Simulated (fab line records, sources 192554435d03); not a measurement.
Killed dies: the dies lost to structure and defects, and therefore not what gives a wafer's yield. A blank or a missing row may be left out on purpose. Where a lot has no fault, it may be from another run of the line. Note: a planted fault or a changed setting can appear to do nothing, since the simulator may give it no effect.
What tool caused it? :: flow n5_finfet :: 10 lots, 30 wafers sampled, at 2 steps of a route of 1938

## WHAT EACH GAUGE READ, for each wafer
N5_BEOL_M12_RS_MEAS_54: the measuring method here is four-point-probe. Usual: M12_RS 0.0600 ohm/sq, standard deviation 0.00097.
lot: L578
measured: day 10 15:47
on: film_metro-01
M12_RS (ohm/sq): 0.0580 0.0609 0.0609
flag: 

lot: L577
measured: day 10 21:04
on: film_metro-02
M12_RS (ohm/sq): 0.0573 0.0603 0.0604
flag: 

lot: L579
measured: day 11 16:08
on: film_metro-01
M12_RS (ohm/sq): 0.0596 0.0583 0.0602
flag: 

lot: L582
measured: day 12 01:22
on: film_metro-02
M12_RS (ohm/sq): 0.0611 0.0601 0.0590
flag: 

lot: L588
measured: day 13 20:47
on: film_metro-01
M12_RS (ohm/sq): 0.0600 0.0591 0.0611
flag: 

lot: L591
measured: day 14 16:09
on: film_metro-01
M12_RS (ohm/sq): 0.0597 0.0606 0.0617
flag: 

lot: L595
measured: day 15 06:59
on: film_metro-02
M12_RS (ohm/sq): 0.0583 0.0587 0.0609
flag: 

lot: L597
measured: day 15 15:04
on: film_metro-01
M12_RS (ohm/sq): 0.0606 0.0599 0.0605
flag: 

lot: L598
measured: day 16 12:41
on: film_metro-01
M12_RS (ohm/sq): 0.0613 0.0590 0.0601
flag: 

lot: L599
measured: day 16 13:09
on: film_metro-01
M12_RS (ohm/sq): 0.0585 0.0604 0.0582
flag: 

## WHAT TOOL EACH LOT RAN ON (gives the tool, then ch and the chambers of the sampled wafers, and finally the start)
lot: L578
N5_BEOL_M12_SPUTTER_43: pvd_sputter-02, day 10 14:39

lot: L577
N5_BEOL_M12_SPUTTER_43: pvd_sputter-02, day 10 19:55

lot: L579
N5_BEOL_M12_SPUTTER_43: pvd_sputter-02, day 11 15:00

lot: L582
N5_BEOL_M12_SPUTTER_43: pvd_sputter-02, day 12 00:11

lot: L588
N5_BEOL_M12_SPUTTER_43: pvd_sputter-02, day 13 19:31

lot: L591
N5_BEOL_M12_SPUTTER_43: pvd_sputter-01, day 14 14:38

lot: L595
N5_BEOL_M12_SPUTTER_43: pvd_sputter-02, day 15 05:50

lot: L597
N5_BEOL_M12_SPUTTER_43: pvd_sputter-02, day 15 13:56

lot: L598
N5_BEOL_M12_SPUTTER_43: pvd_sputter-03, day 16 11:33

lot: L599
N5_BEOL_M12_SPUTTER_43: pvd_sputter-03, day 16 12:01
- N5_BEOL_M12_SPUTTER_43: material TaN, target thk 15 nm, time 24.19 s.

## WHAT THE TOOLS THEMSELVES READ (means of the sampled wafers that have a number; where no wafer has one, the mark that the record gives instead)
N5_BEOL_M12_SPUTTER_43. Usual: throttle_valve_pct 30.3 %, standard deviation 1.1.
lot: L578
tool: pvd_sputter-02
throttle_valve_pct (%): 30.3
flag: 

lot: L577
tool: pvd_sputter-02
throttle_valve_pct (%): 29.6
flag: 

lot: L579
tool: pvd_sputter-02
throttle_valve_pct (%): 30.3
flag: 

lot: L582
tool: pvd_sputter-02
throttle_valve_pct (%): 30.2
flag: 

lot: L588
tool: pvd_sputter-02
throttle_valve_pct (%): 30.4
flag: 

lot: L591
tool: pvd_sputter-01
throttle_valve_pct (%): 31.2
flag: 

lot: L595
tool: pvd_sputter-02
throttle_valve_pct (%): 29.7
flag: 

lot: L597
tool: pvd_sputter-02
throttle_valve_pct (%): 30.2
flag: 

lot: L598
tool: pvd_sputter-03
throttle_valve_pct (%): 31.2
flag: 

lot: L599
tool: pvd_sputter-03
throttle_valve_pct (%): 31.4
flag: 

## THE ANSWER, worked out from the rows above alone
Rule: a lot counts as off when the mean over its wafers that have a number is more than 3 standard deviations away from the usual mean. A lot without any number at a reading at which 4 lots or more have one is off too. Where the step has rows for the other lots, those lots are counted as sound. After the gauges, taken in route order, come the tools' own readings; for these a lot's mean is taken, as printed above. At the first step where some lot is off, the reading lying furthest off is the one used; lots without a number count as furthest.
Nothing can be told from this: no lot is off at any reading shown.

## WHAT THE SIMULATOR HAD INSERTED
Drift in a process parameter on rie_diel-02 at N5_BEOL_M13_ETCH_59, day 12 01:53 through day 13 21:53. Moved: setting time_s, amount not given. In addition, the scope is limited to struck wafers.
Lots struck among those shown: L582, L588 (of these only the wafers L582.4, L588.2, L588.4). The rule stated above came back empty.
